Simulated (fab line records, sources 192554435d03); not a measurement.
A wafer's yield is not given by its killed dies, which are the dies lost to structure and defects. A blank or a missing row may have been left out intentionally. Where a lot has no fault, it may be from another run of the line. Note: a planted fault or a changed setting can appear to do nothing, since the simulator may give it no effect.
fab line records :: flow n5-finfet
record
  lots=6
  wafers=18
  last-day=17
route steps=1938 shown BEOL_M13@1701
lots that met no fault: taken from a fault-free run of the same line
start-h: start of the lot's first displayed wafer, in hours after the record's first day :: wait-h: hours elapsed since this lot's preceding step :: " the same as in the row above :: L1.1+2: a row that stands for several wafers :: - either no value or no given start :: * or withheld: withheld :: < > ~ a bound
route shown NAME@n: a module of which the file shows steps, and the number in the route of the first :: usual: mean and standard deviation over wafers with no fault :: same: alike in all rows :: chamber/n: place in a boat :: sites: each site's reading :: _std_site: the values' standard deviation :: _edge_site: inner sites' mean taken away from outer sites' mean :: radius-mm: how far each site lies from the wafer's centre :: mask NAME#n: copy n :: behind: tool/chamber where the wafer was last shaped :: hold: what put the lot on hold/how long, in hours/how the hold closed :: device: whichever transistor did not switch (one of n, p or np) :: end of line: the tests these same wafers got at the end of their route :: step lacking rows: just its recipe :: killed: dies that structure and defects cost at the first sort, which is not the same as the wafer's yield :: map: dies across one wafer; x = killed, . = not, _ = none there
set.NAME: setting as actually run; set.NAME@STEP: the setting as run at that earlier step :: model.NAME: the simulator's own value behind a step, which no gauge read
lots at some steps of the route; a table a step, a row a wafer
services: a tool's chamber out of use, with start hour (start-h, from the record's first day; less than 0 if before it), hours out, and reason
## steps
# step N5_BEOL_M13_PRECLEAN_39
# recipe
  chemistry=residue-remover
  time-s=60
  temp-c=40
# step N5_BEOL_M13_SRD_40
# recipe
  time-s=30
  temp-c=23
  rinse-liquid=diw
  dry=n2-spin
  spin-rpm=1500
  dry-time-s=30
# step N5_BEOL_M13_DEGAS_41
# recipe
  ambient=vacuum
  temp-c=250
  time-s=60
# usual
  heater-power-w=330/27
lot.wafer: L556.2
tool: pvd-sputter-01
chamber: -
start-h: 287.00
wait-h: 0.8
heater-power-w: 343

lot.wafer: L556.5
tool: pvd-sputter-01
chamber: -
start-h: 287.00
wait-h: 0.8
heater-power-w: 342

lot.wafer: L556.6
tool: pvd-sputter-01
chamber: -
start-h: 287.00
wait-h: 0.8
heater-power-w: 353

lot.wafer: L559.1
tool: pvd-sputter-01
chamber: -
start-h: 317.79
wait-h: 0.5
heater-power-w: 379

lot.wafer: L559.4
tool: pvd-sputter-01
chamber: -
start-h: 317.79
wait-h: 0.5
heater-power-w: 356

lot.wafer: L559.5
tool: pvd-sputter-01
chamber: -
start-h: 317.79
wait-h: 0.5
heater-power-w: 348

lot.wafer: L563.2
tool: pvd-sputter-02
chamber: -
start-h: 322.61
wait-h: 0.9
heater-power-w: 345

lot.wafer: L563.3
tool: pvd-sputter-02
chamber: -
start-h: 322.61
wait-h: 0.9
heater-power-w: 281

lot.wafer: L563.5
tool: pvd-sputter-02
chamber: -
start-h: 322.61
wait-h: 0.9
heater-power-w: 297

lot.wafer: L564.1
tool: pvd-sputter-03
chamber: -
start-h: 329.56
wait-h: 1.2
heater-power-w: 331

lot.wafer: L564.2
tool: pvd-sputter-03
chamber: -
start-h: 329.56
wait-h: 1.2
heater-power-w: 336

lot.wafer: L564.4
tool: pvd-sputter-03
chamber: -
start-h: 329.56
wait-h: 1.2
heater-power-w: 334

lot.wafer: L567.2
tool: pvd-sputter-02
chamber: -
start-h: 332.33
wait-h: 0.0
heater-power-w: 297

lot.wafer: L567.4
tool: pvd-sputter-02
chamber: -
start-h: 332.33
wait-h: 0.0
heater-power-w: 340

lot.wafer: L567.5
tool: pvd-sputter-02
chamber: -
start-h: 332.33
wait-h: 0.0
heater-power-w: 284

lot.wafer: L570.1
tool: pvd-sputter-03
chamber: -
start-h: 383.45
wait-h: 0.3
heater-power-w: 310

lot.wafer: L570.5
tool: pvd-sputter-03
chamber: -
start-h: 383.45
wait-h: 0.3
heater-power-w: 309

lot.wafer: L570.6
tool: pvd-sputter-03
chamber: -
start-h: 383.45
wait-h: 0.3
heater-power-w: 336
# step N5_BEOL_M13_PRE_CLEAN_42
# recipe
  gas=H2/He
  time-s=30
  temp-c=250
# usual
  heater-power-w=330/26
lot.wafer: L556.2
tool: pvd-sputter-01
chamber: -
start-h: 287.04
wait-h: 0.0
heater-power-w: 342

lot.wafer: L556.5
tool: pvd-sputter-01
chamber: -
start-h: 287.04
wait-h: 0.0
heater-power-w: 333

lot.wafer: L556.6
tool: pvd-sputter-01
chamber: -
start-h: 287.04
wait-h: 0.0
heater-power-w: 346

lot.wafer: L559.1
tool: pvd-sputter-01
chamber: -
start-h: 317.83
wait-h: 0.0
heater-power-w: 377

lot.wafer: L559.4
tool: pvd-sputter-01
chamber: -
start-h: 317.83
wait-h: 0.0
heater-power-w: 353

lot.wafer: L559.5
tool: pvd-sputter-01
chamber: -
start-h: 317.83
wait-h: 0.0
heater-power-w: 363

lot.wafer: L563.2
tool: pvd-sputter-02
chamber: -
start-h: 322.65
wait-h: 0.0
heater-power-w: 350

lot.wafer: L563.3
tool: pvd-sputter-02
chamber: -
start-h: 322.65
wait-h: 0.0
heater-power-w: 294

lot.wafer: L563.5
tool: pvd-sputter-02
chamber: -
start-h: 322.65
wait-h: 0.0
heater-power-w: 286

lot.wafer: L564.1
tool: pvd-sputter-03
chamber: -
start-h: 329.60
wait-h: 0.0
heater-power-w: 320

lot.wafer: L564.2
tool: pvd-sputter-03
chamber: -
start-h: 329.60
wait-h: 0.0
heater-power-w: 334

lot.wafer: L564.4
tool: pvd-sputter-03
chamber: -
start-h: 329.60
wait-h: 0.0
heater-power-w: 339

lot.wafer: L567.2
tool: pvd-sputter-02
chamber: -
start-h: 332.37
wait-h: 0.0
heater-power-w: 301

lot.wafer: L567.4
tool: pvd-sputter-02
chamber: -
start-h: 332.37
wait-h: 0.0
heater-power-w: 347

lot.wafer: L567.5
tool: pvd-sputter-02
chamber: -
start-h: 332.37
wait-h: 0.0
heater-power-w: 295

lot.wafer: L570.1
tool: pvd-sputter-03
chamber: -
start-h: 383.49
wait-h: 0.0
heater-power-w: 309

lot.wafer: L570.5
tool: pvd-sputter-03
chamber: -
start-h: 383.49
wait-h: 0.0
heater-power-w: 315

lot.wafer: L570.6
tool: pvd-sputter-03
chamber: -
start-h: 383.49
wait-h: 0.0
heater-power-w: 340
# step N5_BEOL_M13_SPUTTER_43
# recipe
  material=TaN
  target-thk-a=150
  temp-c=50
  bias-v=168.6
  power-w=15000
  chamber-pressure-pa=0.12
  time-s=24.19
# step N5_BEOL_M13_SPUTTER_44
# recipe
  material=Ta
  target-thk-a=100
  temp-c=50
  bias-v=80
  power-w=15000
  chamber-pressure-pa=0.07
  time-s=16.13
# usual
  throttle-valve-pct=30.5/1.3
lot.wafer: L556.2
tool: pvd-sputter-01
chamber: -
start-h: 287.16
wait-h: 0.0
throttle-valve-pct: 31.2

lot.wafer: L556.5
tool: pvd-sputter-01
chamber: -
start-h: 287.16
wait-h: 0.0
throttle-valve-pct: 31.5

lot.wafer: L556.6
tool: pvd-sputter-01
chamber: -
start-h: 287.16
wait-h: 0.0
throttle-valve-pct: 32.8

lot.wafer: L559.1
tool: pvd-sputter-01
chamber: -
start-h: 317.95
wait-h: 0.0
throttle-valve-pct: 29.8

lot.wafer: L559.4
tool: pvd-sputter-01
chamber: -
start-h: 317.95
wait-h: 0.0
throttle-valve-pct: 33.1

lot.wafer: L559.5
tool: pvd-sputter-01
chamber: -
start-h: 317.95
wait-h: 0.0
throttle-valve-pct: 33.2

lot.wafer: L563.2
tool: pvd-sputter-02
chamber: -
start-h: 322.77
wait-h: 0.0
throttle-valve-pct: 28.1

lot.wafer: L563.3
tool: pvd-sputter-02
chamber: -
start-h: 322.77
wait-h: 0.0
throttle-valve-pct: 31.2

lot.wafer: L563.5
tool: pvd-sputter-02
chamber: -
start-h: 322.77
wait-h: 0.0
throttle-valve-pct: 29.4

lot.wafer: L564.1
tool: pvd-sputter-03
chamber: -
start-h: 329.72
wait-h: 0.0
throttle-valve-pct: 32.5

lot.wafer: L564.2
tool: pvd-sputter-03
chamber: -
start-h: 329.72
wait-h: 0.0
throttle-valve-pct: 30.4

lot.wafer: L564.4
tool: pvd-sputter-03
chamber: -
start-h: 329.72
wait-h: 0.0
throttle-valve-pct: 30.6

lot.wafer: L567.2
tool: pvd-sputter-02
chamber: -
start-h: 332.49
wait-h: 0.0
throttle-valve-pct: 29.6

lot.wafer: L567.4
tool: pvd-sputter-02
chamber: -
start-h: 332.49
wait-h: 0.0
throttle-valve-pct: 27.9

lot.wafer: L567.5
tool: pvd-sputter-02
chamber: -
start-h: 332.49
wait-h: 0.0
throttle-valve-pct: 31.2

lot.wafer: L570.1
tool: pvd-sputter-03
chamber: -
start-h: 383.61
wait-h: 0.0
throttle-valve-pct: 28.8

lot.wafer: L570.5
tool: pvd-sputter-03
chamber: -
start-h: 383.61
wait-h: 0.0
throttle-valve-pct: 28.8

lot.wafer: L570.6
tool: pvd-sputter-03
chamber: -
start-h: 383.61
wait-h: 0.0
throttle-valve-pct: 30.6
# step N5_BEOL_M13_SPUTTER_45
# recipe
  material=Cu
  target-thk-a=800
  temp-c=-20
  bias-v=60
  power-w=26000
  chamber-pressure-pa=0.13
  time-s=13.33
# usual
  chuck-gas-flow-sccm=1.26/0.051
  throttle-valve-pct=30.5/1.3
lot.wafer: L556.2
tool: pvd-sputter-01
chamber: -
start-h: 287.24
wait-h: 0.0
chuck-gas-flow-sccm: 1.18
throttle-valve-pct: 31.6

lot.wafer: L556.5
tool: pvd-sputter-01
chamber: -
start-h: 287.24
wait-h: 0.0
chuck-gas-flow-sccm: 1.24
throttle-valve-pct: 31.7

lot.wafer: L556.6
tool: pvd-sputter-01
chamber: -
start-h: 287.24
wait-h: 0.0
chuck-gas-flow-sccm: 1.28
throttle-valve-pct: 33.2

lot.wafer: L559.1
tool: pvd-sputter-01
chamber: -
start-h: 318.03
wait-h: 0.0
chuck-gas-flow-sccm: 1.29
throttle-valve-pct: 29.6

lot.wafer: L559.4
tool: pvd-sputter-01
chamber: -
start-h: 318.03
wait-h: 0.0
chuck-gas-flow-sccm: 1.26
throttle-valve-pct: 33.1

lot.wafer: L559.5
tool: pvd-sputter-01
chamber: -
start-h: 318.03
wait-h: 0.0
chuck-gas-flow-sccm: 1.22
throttle-valve-pct: 33.1

lot.wafer: L563.2
tool: pvd-sputter-02
chamber: -
start-h: 322.85
wait-h: 0.0
chuck-gas-flow-sccm: 1.32
throttle-valve-pct: 28.3

lot.wafer: L563.3
tool: pvd-sputter-02
chamber: -
start-h: 322.85
wait-h: 0.0
chuck-gas-flow-sccm: 1.36
throttle-valve-pct: 30.9

lot.wafer: L563.5
tool: pvd-sputter-02
chamber: -
start-h: 322.85
wait-h: 0.0
chuck-gas-flow-sccm: 1.33
throttle-valve-pct: 29.2

lot.wafer: L564.1
tool: pvd-sputter-03
chamber: -
start-h: 329.80
wait-h: 0.0
chuck-gas-flow-sccm: 1.32
throttle-valve-pct: 32.8

lot.wafer: L564.2
tool: pvd-sputter-03
chamber: -
start-h: 329.80
wait-h: 0.0
chuck-gas-flow-sccm: 1.34
throttle-valve-pct: 30.6

lot.wafer: L564.4
tool: pvd-sputter-03
chamber: -
start-h: 329.80
wait-h: 0.0
chuck-gas-flow-sccm: 1.28
throttle-valve-pct: 30.4

lot.wafer: L567.2
tool: pvd-sputter-02
chamber: -
start-h: 332.57
wait-h: 0.0
chuck-gas-flow-sccm: 1.29
throttle-valve-pct: 29.4

lot.wafer: L567.4
tool: pvd-sputter-02
chamber: -
start-h: 332.57
wait-h: 0.0
chuck-gas-flow-sccm: 1.26
throttle-valve-pct: 28.2

lot.wafer: L567.5
tool: pvd-sputter-02
chamber: -
start-h: 332.57
wait-h: 0.0
chuck-gas-flow-sccm: 1.17
throttle-valve-pct: 31.1

lot.wafer: L570.1
tool: pvd-sputter-03
chamber: -
start-h: 383.69
wait-h: 0.0
chuck-gas-flow-sccm: 1.17
throttle-valve-pct: 28.8

lot.wafer: L570.5
tool: pvd-sputter-03
chamber: -
start-h: 383.69
wait-h: 0.0
chuck-gas-flow-sccm: 1.31
throttle-valve-pct: 29.1

lot.wafer: L570.6
tool: pvd-sputter-03
chamber: -
start-h: 383.69
wait-h: 0.0
chuck-gas-flow-sccm: 1.39
throttle-valve-pct: 30.6
# step N5_BEOL_M13_ECD_47
# recipe
  material=Cu
  target-thk-a=9360
# step N5_BEOL_M13_ANNEAL_48
# recipe
  temp-c=225
  time-s=90
  ambient=N2
# usual
  wafer_temp_C_max=226.01/0.26
lot.wafer: L556.2
tool: rtp-anneal-02
chamber: 0
start-h: 287.56
wait-h: 0.2
wafer_temp_C_max: 225.90

lot.wafer: L556.5
tool: rtp-anneal-02
chamber: 0
start-h: 287.56
wait-h: 0.2
wafer_temp_C_max: 225.85

lot.wafer: L556.6
tool: rtp-anneal-02
chamber: 0
start-h: 287.56
wait-h: 0.2
wafer_temp_C_max: 225.73

lot.wafer: L559.1
tool: rtp-anneal-02
chamber: 0
start-h: 318.35
wait-h: 0.2
wafer_temp_C_max: 225.99

lot.wafer: L559.4
tool: rtp-anneal-02
chamber: 0
start-h: 318.35
wait-h: 0.2
wafer_temp_C_max: 225.77

lot.wafer: L559.5
tool: rtp-anneal-02
chamber: 0
start-h: 318.35
wait-h: 0.2
wafer_temp_C_max: 225.93

lot.wafer: L563.2
tool: rtp-anneal-02
chamber: 0
start-h: 323.19
wait-h: 0.2
wafer_temp_C_max: 225.89

lot.wafer: L563.3
tool: rtp-anneal-02
chamber: 0
start-h: 323.19
wait-h: 0.2
wafer_temp_C_max: 225.63

lot.wafer: L563.5
tool: rtp-anneal-02
chamber: 0
start-h: 323.19
wait-h: 0.2
wafer_temp_C_max: 226.11

lot.wafer: L564.1
tool: rtp-anneal-01
chamber: 0
start-h: 330.08
wait-h: 0.1
wafer_temp_C_max: 226.38

lot.wafer: L564.2
tool: rtp-anneal-01
chamber: 0
start-h: 330.08
wait-h: 0.1
wafer_temp_C_max: 225.85

lot.wafer: L564.4
tool: rtp-anneal-01
chamber: 0
start-h: 330.08
wait-h: 0.1
wafer_temp_C_max: 226.54

lot.wafer: L567.2
tool: rtp-anneal-02
chamber: 0
start-h: 333.13
wait-h: 0.4
wafer_temp_C_max: 226.51

lot.wafer: L567.4
tool: rtp-anneal-02
chamber: 0
start-h: 333.13
wait-h: 0.4
wafer_temp_C_max: 225.90

lot.wafer: L567.5
tool: rtp-anneal-02
chamber: 0
start-h: 333.13
wait-h: 0.4
wafer_temp_C_max: 226.08

lot.wafer: L570.1
tool: rtp-anneal-01
chamber: 0
start-h: 384.53
wait-h: 0.7
wafer_temp_C_max: 226.02

lot.wafer: L570.5
tool: rtp-anneal-01
chamber: 0
start-h: 384.53
wait-h: 0.7
wafer_temp_C_max: 226.46

lot.wafer: L570.6
tool: rtp-anneal-01
chamber: 0
start-h: 384.53
wait-h: 0.7
wafer_temp_C_max: 226.03
# step N5_BEOL_M13_CMP_49
# recipe
  stop-on=SiOC
  t-overpolish-s=17.1
  down-force-psi=1
  platen-rpm=50
  clearing-platen-down-force-psi=1.5
  clearing-platen-rpm=50
  post-cmp-clean=cu-alkaline
  target-thk-nm=420
  clearing-platen-pad-velocity-m-s=0.99484
  pad-velocity-m-s=0.99484
# step N5_BEOL_M13_THK_MEAS_50
# recipe
  thk-meas-gauge=xrf
  reads=Cu_of_BEOL_M13_ECD_47
# usual
  M13_THK=419/6.8
lot.wafer: L556.2
tool: film-metro-01
chamber: -
start-h: 288.11
wait-h: -
M13_THK[nm]: 433

lot.wafer: L556.5
tool: film-metro-01
chamber: -
start-h: 288.11
wait-h: -
M13_THK[nm]: 429

lot.wafer: L556.6
tool: film-metro-01
chamber: -
start-h: 288.11
wait-h: -
M13_THK[nm]: 437

lot.wafer: L559.1
tool: film-metro-02
chamber: -
start-h: 318.94
wait-h: -
M13_THK[nm]: 423

lot.wafer: L559.4
tool: film-metro-02
chamber: -
start-h: 318.94
wait-h: -
M13_THK[nm]: 426

lot.wafer: L559.5
tool: film-metro-02
chamber: -
start-h: 318.94
wait-h: -
M13_THK[nm]: 423

lot.wafer: L563.2
tool: film-metro-01
chamber: -
start-h: 323.74
wait-h: -
M13_THK[nm]: 416

lot.wafer: L563.3
tool: film-metro-01
chamber: -
start-h: 323.74
wait-h: -
M13_THK[nm]: 427

lot.wafer: L563.5
tool: film-metro-01
chamber: -
start-h: 323.74
wait-h: -
M13_THK[nm]: 414

lot.wafer: L564.1
tool: film-metro-01
chamber: -
start-h: 330.68
wait-h: -
M13_THK[nm]: 408

lot.wafer: L564.2
tool: film-metro-01
chamber: -
start-h: 330.68
wait-h: -
M13_THK[nm]: 416

lot.wafer: L564.4
tool: film-metro-01
chamber: -
start-h: 330.68
wait-h: -
M13_THK[nm]: 421

lot.wafer: L567.2
tool: film-metro-01
chamber: -
start-h: 333.68
wait-h: -
M13_THK[nm]: 415

lot.wafer: L567.4
tool: film-metro-01
chamber: -
start-h: 333.68
wait-h: -
M13_THK[nm]: 413

lot.wafer: L567.5
tool: film-metro-01
chamber: -
start-h: 333.68
wait-h: -
M13_THK[nm]: 408

lot.wafer: L570.1
tool: film-metro-02
chamber: -
start-h: 385.12
wait-h: -
M13_THK[nm]: 421

lot.wafer: L570.5
tool: film-metro-02
chamber: -
start-h: 385.12
wait-h: -
M13_THK[nm]: 425

lot.wafer: L570.6
tool: film-metro-02
chamber: -
start-h: 385.12
wait-h: -
M13_THK[nm]: 423
# step N5_BEOL_M13_PRE_CLEAN_52
# recipe
  gas=NH3
  time-s=15
  temp-c=withheld
  rf-power-w=300
# step N5_BEOL_M13_DEP_53
# recipe
  material=SiCN
  target-thk-a=500
  temp-c=withheld
  precursor=3MS/NH3
  pressure-torr=3
  rf-w=675
  time-s=17.8
# usual
  showerhead-plenum-p-Torr=4.154/0.024
  throttle-valve-pct=17.7/0.94
lot.wafer: L556.2
tool: pecvd-04
chamber: 2
start-h: 288.17
wait-h: 0.0
showerhead-plenum-p-Torr: 4.152
throttle-valve-pct: 16.8
model.SiCN_of_BEOL_M13_DEP_53.thk-nm: 49.2

lot.wafer: L556.5
tool: pecvd-04
chamber: 1
start-h: 288.17
wait-h: 0.0
showerhead-plenum-p-Torr: 4.164
throttle-valve-pct: 18.4
model.SiCN_of_BEOL_M13_DEP_53.thk-nm: 51.2

lot.wafer: L556.6
tool: pecvd-04
chamber: 0
start-h: 288.17
wait-h: 0.0
showerhead-plenum-p-Torr: 4.157
throttle-valve-pct: 17.3
model.SiCN_of_BEOL_M13_DEP_53.thk-nm: 51

lot.wafer: L559.1
tool: pecvd-02
chamber: 1
start-h: 319.01
wait-h: 0.0
showerhead-plenum-p-Torr: 4.162
throttle-valve-pct: 19.5
model.SiCN_of_BEOL_M13_DEP_53.thk-nm: 52.6

lot.wafer: L559.4
tool: pecvd-02
chamber: 2
start-h: 319.01
wait-h: 0.0
showerhead-plenum-p-Torr: 4.134
throttle-valve-pct: 18.0
model.SiCN_of_BEOL_M13_DEP_53.thk-nm: 54

lot.wafer: L559.5
tool: pecvd-02
chamber: 1
start-h: 319.01
wait-h: 0.0
showerhead-plenum-p-Torr: 4.171
throttle-valve-pct: 19.6
model.SiCN_of_BEOL_M13_DEP_53.thk-nm: 54

lot.wafer: L563.2
tool: pecvd-02
chamber: 2
start-h: 323.80
wait-h: 0.0
showerhead-plenum-p-Torr: 4.145
throttle-valve-pct: 18.0
model.SiCN_of_BEOL_M13_DEP_53.thk-nm: 53.4

lot.wafer: L563.3
tool: pecvd-02
chamber: 0
start-h: 323.80
wait-h: 0.0
showerhead-plenum-p-Torr: 4.192
throttle-valve-pct: 18.2
model.SiCN_of_BEOL_M13_DEP_53.thk-nm: 53

lot.wafer: L563.5
tool: pecvd-02
chamber: 0
start-h: 323.80
wait-h: 0.0
showerhead-plenum-p-Torr: 4.196
throttle-valve-pct: 18.2
model.SiCN_of_BEOL_M13_DEP_53.thk-nm: 54

lot.wafer: L564.1
tool: pecvd-04
chamber: 2
start-h: 330.75
wait-h: 0.0
showerhead-plenum-p-Torr: 4.151
throttle-valve-pct: 17.0
model.SiCN_of_BEOL_M13_DEP_53.thk-nm: 48.6

lot.wafer: L564.2
tool: pecvd-04
chamber: 1
start-h: 330.75
wait-h: 0.0
showerhead-plenum-p-Torr: 4.168
throttle-valve-pct: 18.3
model.SiCN_of_BEOL_M13_DEP_53.thk-nm: 49.2

lot.wafer: L564.4
tool: pecvd-04
chamber: 2
start-h: 330.75
wait-h: 0.0
showerhead-plenum-p-Torr: 4.156
throttle-valve-pct: 17.0
model.SiCN_of_BEOL_M13_DEP_53.thk-nm: 49.8

lot.wafer: L567.2
tool: pecvd-04
chamber: 2
start-h: 333.75
wait-h: 0.0
showerhead-plenum-p-Torr: 4.156
throttle-valve-pct: 17.0
model.SiCN_of_BEOL_M13_DEP_53.thk-nm: 48.2

lot.wafer: L567.4
tool: pecvd-04
chamber: 2
start-h: 333.75
wait-h: 0.0
showerhead-plenum-p-Torr: 4.158
throttle-valve-pct: 16.8
model.SiCN_of_BEOL_M13_DEP_53.thk-nm: 48.8

lot.wafer: L567.5
tool: pecvd-04
chamber: 2
start-h: 333.75
wait-h: 0.0
showerhead-plenum-p-Torr: 4.154
throttle-valve-pct: 16.9
model.SiCN_of_BEOL_M13_DEP_53.thk-nm: 48.8

lot.wafer: L570.1
tool: pecvd-03
chamber: 0
start-h: 385.19
wait-h: 0.0
showerhead-plenum-p-Torr: 4.132
throttle-valve-pct: 17.9
model.SiCN_of_BEOL_M13_DEP_53.thk-nm: 49.2

lot.wafer: L570.5
tool: pecvd-03
chamber: 1
start-h: 385.19
wait-h: 0.0
showerhead-plenum-p-Torr: 4.173
throttle-valve-pct: 17.5
model.SiCN_of_BEOL_M13_DEP_53.thk-nm: 51

lot.wafer: L570.6
tool: pecvd-03
chamber: 0
start-h: 385.19
wait-h: 0.0
showerhead-plenum-p-Torr: 4.162
throttle-valve-pct: 17.7
model.SiCN_of_BEOL_M13_DEP_53.thk-nm: 49.6
# step N5_BEOL_M13_RS_MEAS_54
# recipe
  thk-meas-gauge=four-point-probe
  reads=Cu_of_BEOL_M13_ECD_47+Ta_of_BEOL_M13_SPUTTER_44+TaN_of_BEOL_M13_SPUTTER_43
# usual
  M13_RS=0.0449/0.00068
lot.wafer: L556.2
tool: film-metro-01
chamber: -
start-h: 288.24
wait-h: 0.1
M13_RS[ohm/sq]: 0.0439

lot.wafer: L556.5
tool: film-metro-01
chamber: -
start-h: 288.24
wait-h: 0.1
M13_RS[ohm/sq]: 0.0441

lot.wafer: L556.6
tool: film-metro-01
chamber: -
start-h: 288.24
wait-h: 0.1
M13_RS[ohm/sq]: 0.0436

lot.wafer: L559.1
tool: film-metro-01
chamber: -
start-h: 319.07
wait-h: 0.0
M13_RS[ohm/sq]: 0.0446

lot.wafer: L559.4
tool: film-metro-01
chamber: -
start-h: 319.07
wait-h: 0.0
M13_RS[ohm/sq]: 0.0442

lot.wafer: L559.5
tool: film-metro-01
chamber: -
start-h: 319.07
wait-h: 0.0
M13_RS[ohm/sq]: 0.0445

lot.wafer: L563.2
tool: film-metro-02
chamber: -
start-h: 323.87
wait-h: 0.1
M13_RS[ohm/sq]: 0.0455

lot.wafer: L563.3
tool: film-metro-02
chamber: -
start-h: 323.87
wait-h: 0.1
M13_RS[ohm/sq]: 0.0440

lot.wafer: L563.5
tool: film-metro-02
chamber: -
start-h: 323.87
wait-h: 0.1
M13_RS[ohm/sq]: 0.0455

lot.wafer: L564.1
tool: film-metro-02
chamber: -
start-h: 330.83
wait-h: 0.1
M13_RS[ohm/sq]: 0.0466

lot.wafer: L564.2
tool: film-metro-02
chamber: -
start-h: 330.83
wait-h: 0.1
M13_RS[ohm/sq]: 0.0455

lot.wafer: L564.4
tool: film-metro-02
chamber: -
start-h: 330.83
wait-h: 0.1
M13_RS[ohm/sq]: 0.0452

lot.wafer: L567.2
tool: film-metro-01
chamber: -
start-h: 333.83
wait-h: 0.1
M13_RS[ohm/sq]: 0.0455

lot.wafer: L567.4
tool: film-metro-01
chamber: -
start-h: 333.83
wait-h: 0.1
M13_RS[ohm/sq]: 0.0456

lot.wafer: L567.5
tool: film-metro-01
chamber: -
start-h: 333.83
wait-h: 0.1
M13_RS[ohm/sq]: 0.0462

lot.wafer: L570.1
tool: film-metro-01
chamber: -
start-h: 385.25
wait-h: 0.0
M13_RS[ohm/sq]: 0.0446

lot.wafer: L570.5
tool: film-metro-01
chamber: -
start-h: 385.25
wait-h: 0.0
M13_RS[ohm/sq]: 0.0442

lot.wafer: L570.6
tool: film-metro-01
chamber: -
start-h: 385.25
wait-h: 0.0
M13_RS[ohm/sq]: 0.0442
## services
tool: pvd-sputter-02
chamber: -
start-h: 277.88
hours: 6.1
kind: repair

tool: pecvd-02
chamber: 1
start-h: 288.34
hours: 2.1
kind: scheduled-down

tool: pvd-sputter-03
chamber: -
start-h: 298.65
hours: 1.0
kind: repair

tool: rtp-anneal-02
chamber: -
start-h: 299.35
hours: 4.8
kind: pm

tool: pecvd-02
chamber: -
start-h: 310.81
hours: 0.5
kind: repair

tool: pecvd-03
chamber: 1
start-h: 313.05
hours: 5.5
kind: scheduled-down

tool: pecvd-04
chamber: 0
start-h: 328.19
hours: 19.8
kind: repair

tool: pecvd-03
chamber: 0
start-h: 339.53
hours: 21.9
kind: repair

tool: pecvd-04
chamber: 2
start-h: 349.28
hours: 2.9
kind: repair

tool: pecvd-04
chamber: -
start-h: 359.94
hours: 3.2
kind: repair

tool: pecvd-04
chamber: 2
start-h: 364.51
hours: 5.5
kind: scheduled-down

tool: pecvd-02
chamber: 1
start-h: 365.53
hours: 5.5
kind: scheduled-down

tool: pvd-sputter-02
chamber: -
start-h: 366.77
hours: 0.8
kind: repair

tool: pecvd-04
chamber: 1
start-h: 369.97
hours: 2.1
kind: scheduled-down

tool: pvd-sputter-01
chamber: -
start-h: 376.77
hours: 2.2
kind: repair

tool: pecvd-02
chamber: 1
start-h: 383.62
hours: -
kind: clean

tool: pecvd-02
chamber: 1
start-h: 383.62
hours: -
kind: consumable-replace:showerhead

tool: pecvd-02
chamber: 1
start-h: 383.62
hours: 29.0
kind: scheduled-down

tool: pecvd-02
chamber: 1
start-h: 383.62
hours: 29.0
kind: vent-cycle
## key
first-sign none at tools or gauges
model-effect
  step=N5_BEOL_M13_DEP_53
  value=SiCN_of_BEOL_M13_DEP_53.thk-nm
  without=50.03
  struck=53.5
met-at N5_BEOL_M13_DEP_53
struck-wafers L559.1,L559.4,L559.5,L563.2,L563.3,L563.5
fault
  kind=process-parameter-drift
  tool=pecvd-02
  chamber=-
  onset-h=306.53
  steps=N5_BEOL_M13_DEP_53
  channel=time-s
  offset=*
  shape=step
  acts-in=*
  stated=*
